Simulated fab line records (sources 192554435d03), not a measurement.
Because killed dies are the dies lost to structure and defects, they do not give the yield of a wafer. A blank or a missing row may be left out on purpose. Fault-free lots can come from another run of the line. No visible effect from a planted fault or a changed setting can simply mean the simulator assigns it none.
8D (eight disciplines) problem report, filled in by code :: flow n5_finfet :: the parts of the form that need people (team, actions taken, sign-off) are left out

== 1. THE PROBLEM ==
run_length_s at N5_FIN_SAQP_PECVD_47 reads a mean of 64.0 s on 4 wafers of 2 lots; wafers without a fault read 72.6 s with a standard deviation of 0.57. That is -15 standard deviations from the usual mean.
The step: deposits a-Si from SiH4/He, target thk 45 nm, time 36.3 s.
First observed at day 7 03:39: wafer L644.2, on pecvd-03. At this step, 30 wafers from 10 lots have a number in the record. Rule for "out" (also "out of limits"): further than 4 standard deviations from the usual mean. All remaining wafers that have a number are taken as sound.

== 2. WHAT IT IS; WHAT IT IS NOT ==
question: which readings at this step
is: run_length_s
is not: heater_power_w, showerhead_plenum_p_Torr, throttle_valve_pct

question: which lots
is: L644, L645
is not: L625, L626, L629, L630, L635, L637, L638, L646

question: which wafers of those lots
is: L644.2, L644.5, L645.2, L645.6
is not: L644.1, L645.4

question: read on which tools
is: pecvd-03
is not: pecvd-02, pecvd-04

question: when
is: from day 7 03:39
is not: up to then (22 sound wafers); but 4 sound wafers of L645, L646 came after

== 3. SUSPECTS, AND WHAT RULES EACH OUT ==
Counting: if a tool at a process step up to the reading ran every lot that is out, it stays a suspect. Sound lots after the first of them don't rule it out here, since some wafers of a struck lot are sound.
- pecvd-03 at N5_FIN_SAQP_PECVD_47 (deposits a-Si from SiH4/He, target thk 45 nm, time 36.3 s): kept. It ran every lot that is out, first L644 (day 7 03:39); its last sound lot up to then is L637 (day 5 09:20). Its own run_length_s readings are out on those wafers.
Left after counting: pecvd-03 at N5_FIN_SAQP_PECVD_47.

== 4. THE CAUSE (what the simulator had put in) ==
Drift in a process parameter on pecvd-03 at N5_FIN_SAQP_PECVD_47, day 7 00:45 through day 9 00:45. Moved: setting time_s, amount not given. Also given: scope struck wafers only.
After counting, this tool was the only one left.

== 5. THE EFFECT CHAIN, in route order ==
Each row: a reading where the mean over the struck wafers with a number is more than 3 standard deviations away from the usual. Readings are gone through only where the record gives a usual standard deviation; hours: the median, over the lots, of the time from a lot's start at the first step in this table giving one to that lot's start at this step; sigmas: the change measured in usual standard deviations.
hours: 0
step: N5_FIN_SAQP_PECVD_47
reading: run_length_s
usual: 72.6 s
on struck wafers: 64.0
change: -8.6
sigmas: -15

hours: 3
step: N5_FIN_SAQP_MANDREL_ETCH_58
reading: oes_product_au
usual: 0.696 a.u.
on struck wafers: 0.616
change: -0.080
sigmas: -6.6
Here are the process steps it includes:
- N5_FIN_SAQP_PECVD_47: deposits a-Si from SiH4/He, target thk 45 nm, time 36.3 s.
- N5_FIN_SAQP_MANDREL_ETCH_58: etches a-Si in HBr/Cl2, stops on SiNx, target depth 45 nm, bt time 10 s, time 27 s.
Later steps that measure or inspect, where all struck wafers having a row at the step show a number for every such reading and not one has moved that far: N5_FIN_SAQP_THK_MEAS_07, N5_FIN_SAQP_CD_MEAS_16, N5_BEOL_M4_RC_MEAS_101.

== 6. WHAT WOULD HAVE CAUGHT IT SOONER ==
First out-of-limits reading in this record: day 7 03:39, which is 3 hours after fault onset at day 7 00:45.
